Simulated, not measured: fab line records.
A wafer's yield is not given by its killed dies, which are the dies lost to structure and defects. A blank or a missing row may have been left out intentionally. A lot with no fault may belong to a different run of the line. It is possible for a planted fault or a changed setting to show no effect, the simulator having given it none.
Split-lot experiment | flow n5 finfet | route with 1938 steps; 7 lots, 21 wafers read

## THE SPLIT
At N5_BEOL_M4_EXPOSE_08 (exposes mask M4), the setting dose mj was moved away from the recipe's 41.25 on 9 of the 21 wafers read, by -6.8% to +4.9%. All remaining wafers had this setting at the recipe value.

## FROM THE SPLIT TO THE READING: what the file shows between them, 2 steps
- N5_BEOL_M4_PEB_09: peb time 60 s
- N5_BEOL_M4_DEVELOP_10: develop time 30 s

## THE READING
cd nm (nm) at N5_BEOL_M4_CD_MEAS_11, where the cd target is 16.79 nm. Fault-free wafers of this fab line usually give 16.76 nm, standard deviation 0.23 nm.

wafer  | tool, chamber at the split | dose mj as run | against the recipe | cd nm, nm | against lot-mates on the recipe
L078.1 | euv scanner-01, 0          | 38.86          | -5.8%              | 15.48     | -1.45
L078.2 | euv scanner-01, 0          | 41.25          | recipe             | 16.74     | -
L078.3 | euv scanner-01, 0          | 41.25          | recipe             | 17.12     | -
L074.2 | euv scanner-02, 0          | 41.25          | recipe             | 16.94     | -
L074.4 | euv scanner-02, 0          | 41.25          | recipe             | 16.63     | -
L074.6 | euv scanner-02, 0          | 38.43          | -6.8%              | 15.49     | -1.29
L080.2 | euv scanner-02, 0          | 41.25          | recipe             | 16.71     | -
L080.3 | euv scanner-02, 0          | 39.88          | -3.3%              | 15.69     | -0.88
L080.6 | euv scanner-02, 0          | 41.25          | recipe             | 16.42     | -
L089.1 | euv scanner-01, 0          | 43.29          | +4.9%              | 17.73     | +0.98
L089.4 | euv scanner-01, 0          | 41.25          | recipe             | 16.75     | -
L089.6 | euv scanner-01, 0          | 43.29          | +4.9%              | 17.82     | +1.07
L093.3 | euv scanner-01, 0          | 41.25          | recipe             | 16.68     | -
L093.4 | euv scanner-01, 0          | 39.2           | -5.0%              | 15.78     | -0.90
L093.6 | euv scanner-01, 0          | 39.2           | -5.0%              | 16.02     | -0.66
L094.1 | euv scanner-02, 0          | 39.73          | -3.7%              | 15.74     | -1.21
L094.3 | euv scanner-02, 0          | 39.73          | -3.7%              | 16.21     | -0.74
L094.4 | euv scanner-02, 0          | 41.25          | recipe             | 16.95     | -
L095.1 | euv scanner-02, 0          | 41.25          | recipe             | 16.77     | -
L095.4 | euv scanner-02, 0          | 41.25          | recipe             | 16.56     | -
L095.5 | euv scanner-02, 0          | 41.25          | recipe             | 17.08     | -

FIT RESULTS
A straight line over all 21 wafers: cd nm changes by +0.204 nm for each +1% of dose mj; r = +0.95; the points scatter about the line by 0.21 nm.
The same after taking each lot's own level away (the mean of its wafers on the recipe; 21 wafers): +0.207 nm for each +1%; r = +0.96; scatter 0.2 nm.
On that fit, the largest move of dose mj shifts the reading by 1.4 nm.
The lots' own levels span 16.565 to 16.950 nm, that is 1.7 times the standard deviation above.
Consequently the slope shifts little with the lot-to-lot level, the two slopes agreeing.
Check: -1.47 nm against its lot-mates is what the line predicts for one of the wafers moved furthest among these (-6.8%) when that wafer is left out of the fit. Against them it came out at -1.29 nm.

## OTHER SPLITS APPLIED TO THESE WAFERS
Before the reading, these wafers also passed through other splits. Each is held against what the fit with the lots' levels taken away leaves over:
other split on the same wafers          | wafers away from the commonest value | r with cd nm (lot level and that fit taken away)
N5_MOL_CONTACT_COAG_EXPOSE_81 dose mj   | 5                                    | +0.08
N5_MOL_CONTACT_COAG_ALD_133 ald cycles  | 10                                   | +0.47
N5_MOL_CONTACT_COAG_VIA_ETCH_117 bias w | 10                                   | +0.33
N5_BEOL_M1_PECVD_72 temp c              | 10                                   | +0.08
N5_BEOL_M1_COAT_61 spin rpm             | 7                                    | +0.24
N5_BEOL_M1_TRENCH_ETCH_37 time s        | 12                                   | -0.14
N5_BEOL_M2_COAT_62 spin rpm             | 6                                    | -0.20

## THE WHOLE CHAIN: every reading that the file lists as answering this split, in the file's order
step                  | what it does                                                | reading                                                               | change (the file's fit)               | r (the file's)
N5_BEOL_M4_CD_MEAS_11 | target cd 16.79 nm                                          | cd nm                                                                 | +0.213 nm for each +1% of the setting | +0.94
N5_BEOL_M4_ETCH_74    | etches underlayer in N2/H2, target depth 6.5 nm, time 5.2 s | BEOL_M4.cd offset nm (the simulator's own value, which no gauge read) | +0.214 nm for each +1% of the setting | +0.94

## FILE'S OWN FIT
cd nm changes by +0.213 nm for each +1% of dose mj, r = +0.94.
